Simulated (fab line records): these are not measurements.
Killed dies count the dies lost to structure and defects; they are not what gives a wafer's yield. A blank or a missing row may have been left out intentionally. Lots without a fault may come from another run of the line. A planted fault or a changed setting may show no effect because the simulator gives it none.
8D (eight disciplines) problem report, filled in by code ; flow nand harc ; the parts of the form that need people (team, actions taken, sign-off) are left out

== 1. PROBLEM STATEMENT ==
thk nm at NHARC_A_ONON_D2_THK_MEAS_24 reads a mean of 618 nm on 6 wafers of 2 lots; wafers without a fault read 999 nm with a standard deviation of 12. That is -32 standard deviations from the usual mean.
The step: measures by ellipsometry.
First seen on wafer L387.2, day 18 05:34, on film metro-02. Wafers with a number at this step in the record: 42, from 14 lots. Rule for "out" (also "out of limits"): further than 4 standard deviations from the usual mean. All remaining wafers that have a number are taken as sound.

== 2. WHAT THIS IS AND IS NOT ==
question;is;is not
which readings at this step;thk nm;-
which lots;L387, L389;L375, L376, L377, L378, L379, L381, L383, L394, L395, L396, L397, L398
which wafers of those lots;all that have a number;-
read on which gauges;film metro-02;film metro-01
when;from day 18 05:34;"up to then (21 sound wafers); but 15 sound wafers of L394, L395, L396, L397, L398 came after"

== 3. WHAT RULES OUT EACH SUSPECT ==
Counting: any tool at a process step up to the reading is kept as a suspect provided that every lot that is out went through it and no sound lot did after the first of them.
- the gauge at NHARC_A_ONON_D2_THK_MEAS_24 is ruled out. All the wafers that are out were read on film metro-02, but those of them that NHARC_END_SORT_01 has rows for are out there too, on other tools.
- pecvd onon-01 at NHARC_A_ONON_D2_DEP_22 (target thk 1000 nm): ruled out as a lasting fault. Following L387 (day 18 05:06), the first lot on it that is out, the sound lots L397, L398 were run on it.
Left after counting: nothing in the record.

== 4. THE CAUSE (what the simulator had put in) ==
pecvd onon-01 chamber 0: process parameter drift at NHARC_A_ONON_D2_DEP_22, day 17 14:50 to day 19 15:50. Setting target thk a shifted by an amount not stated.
The count ruled it out by mistake, since the rule takes a fault to strike every lot its tool runs from the start of the fault on, and this one did not do so.

== 5. SEQUENCE OF EFFECTS, ordered by route ==
Each row: a reading where the mean over the struck wafers with a number is more than 3 standard deviations away from the usual. Only readings whose record carries a usual standard deviation are examined. hours: median over the lots of the time between each lot's start at the first step of this table that gives one and its start at this step. sigmas: the change, counted in usual standard deviations.
hours;step;reading;usual;on struck wafers;change;sigmas
0;NHARC_A_ONON_D2_THK_MEAS_24;thk nm;999 nm;618;-381;-32
283;NHARC_END_SORT_01;killed at array;55;670;+615;+31
283;NHARC_END_SORT_01;killed dies;60;677;+617;+31

== 6. HOW IT WOULD HAVE BEEN CAUGHT EARLIER ==
Counted from the fault's start at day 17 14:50, it took 15 hours until the first out-of-limits reading at a measuring or inspecting step in this record, taken at day 18 05:34.
An alarm limit of 4 standard deviations would not have fired on the tool readings at NHARC_A_ONON_D2_DEP_22 for which the record gives a usual standard deviation, since none of them was out on any struck wafer.
